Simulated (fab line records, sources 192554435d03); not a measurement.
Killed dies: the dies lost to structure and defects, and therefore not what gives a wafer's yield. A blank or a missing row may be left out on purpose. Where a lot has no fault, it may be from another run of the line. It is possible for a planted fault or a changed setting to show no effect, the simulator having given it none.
The same fault as seen by 2 desks | flow n5Finfet | each desk has only its own numbers; what lay behind them comes last

AT THE METROLOGY DESK
What the gauges read, lot by lot, whatever tool the lot ran on: means of the sampled wafers that have a number. A lot is out of limits, marked OUT, if its mean lies more than 4 standard deviations from the usual mean; the brackets give that distance. Of its 11 readings 7 are shown: the one that was out of limits first, and those that lie furthest out on some lot.
Columns: A = cdNm at N5_GATE_CUT_CD_MEAS_13, usual 19.95 nm; B = DIBL_N at N5_BEOL_M4_RC_MEAS_101, usual 36.0 mV/V; C = DIBL_P at N5_BEOL_M4_RC_MEAS_101, usual 36.3 mV/V; D = IOFF_N at N5_BEOL_M4_RC_MEAS_101, usual 0.16 nA/um; E = IOFF_P at N5_BEOL_M4_RC_MEAS_101, usual 0.21 nA/um; F = ION_P at N5_BEOL_M4_RC_MEAS_101, usual 461 uA/um; G = VT_P at N5_BEOL_M4_RC_MEAS_101, usual -250.9 mV
lot  | first seen here | A                | B    | C    | D    | E    | F   | G
L875 | day 4 15:49     | 19.97            | 39.1 | 38.5 | 0.22 | 0.28 | 470 | -244.6
L877 | day 5 04:08     | 20.03            | 36.9 | 38.3 | 0.19 | 0.23 | 468 | -247.7
L880 | day 5 21:33     | 19.88            | 34.2 | 34.7 | 0.12 | 0.17 | 457 | -253.8
L881 | day 6 00:15     | 20.11            | 34.6 | 35.9 | 0.14 | 0.19 | 463 | -252.3
L882 | day 6 07:22     | 19.79            | 36.7 | 37.1 | 0.17 | 0.22 | 464 | -247.2
L883 | day 6 13:14     | 20.12            | 38.5 | 40.7 | 0.21 | 0.24 | 465 | -251.3
L884 | day 6 18:34     | 20.04            | 37.3 | 37.3 | 0.19 | 0.22 | 462 | -251.5
L886 | day 7 04:41     | 19.89            | 34.2 | 34.4 | 0.12 | 0.18 | 465 | -252.0
L887 | day 7 09:29     | 19.79            | 37.4 | 36.9 | 0.17 | 0.21 | 455 | -250.3
L888 | day 7 19:14     | 19.80            | 34.7 | 34.2 | 0.14 | 0.19 | 463 | -250.2
L893 | day 9 00:23     | 18.77 (-4.7) OUT | 36.6 | 37.5 | 0.15 | 0.22 | 466 | -249.8
L894 | day 9 07:13     | 19.26            | 36.4 | 37.0 | 0.16 | 0.21 | 462 | -251.4
L897 | day 10 01:19    | 19.94            | 37.3 | 39.0 | 0.17 | 0.24 | 473 | -247.3
L898 | day 10 07:30    | 19.88            | 38.1 | 37.2 | 0.17 | 0.22 | 461 | -250.7
This desk finds L893 out of limits, L893 being first, at day 9 00:23 (cdNm at N5_GATE_CUT_CD_MEAS_13). Within limits: L875, L877, L880, L881, L882, L883, L884, L886, L887, L888, L894, L897, L898.

FOR THE TOOL OWNER'S DESK: euvScanner-01
The tool's own readings at N5_GATE_CUT_EXPOSE_10 (exposes mask GATE CUT, target cd 20 nm): means of the sampled wafers that have a number, for each lot that ran on this tool. A lot is out of limits, marked OUT, if its mean lies more than 4 standard deviations from the usual mean; the brackets give that distance.
Columns: A = exposureDoseMJCm2 at N5_GATE_CUT_EXPOSE_10, usual 43.15; B = stageMsdNm at N5_GATE_CUT_EXPOSE_10, usual 0.86 nm
lot  | first seen here | A               | B
L882 | day 6 07:14     | 43.10           | 0.80
L883 | day 6 13:07     | 43.08           | 0.80
L886 | day 7 04:34     | 43.11           | 0.80
L887 | day 7 09:22     | 43.21           | 0.80
L893 | day 9 00:16     | 43.82 (+14) OUT | 0.79
L894 | day 9 07:06     | 44.34 (+25) OUT | 0.79
This desk finds L893, L894 out of limits, L893 being first, at day 9 00:16 (exposureDoseMJCm2 at N5_GATE_CUT_EXPOSE_10). Within limits: L882, L883, L886, L887.

BROUGHT TOGETHER
On L893, L894, at day 9 00:16, an alarm was possible from the tool owner's desk.
Metrology desk: alarm possible at day 9 00:23 on L893.
The metrology desk has L894 on record, within its limits.
All the named lots went through N5_GATE_CUT_EXPOSE_10 on euvScanner-01.

WHAT THE SIMULATOR HAD INSERTED
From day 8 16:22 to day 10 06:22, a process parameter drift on euvScanner-01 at N5_GATE_CUT_EXPOSE_10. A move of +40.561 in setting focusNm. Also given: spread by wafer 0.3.
Shown lots that were struck: L893, L894.
Hours from the fault's start to each desk's first reading out of limits: the tool owner's desk, 8; the metrology desk, 8.
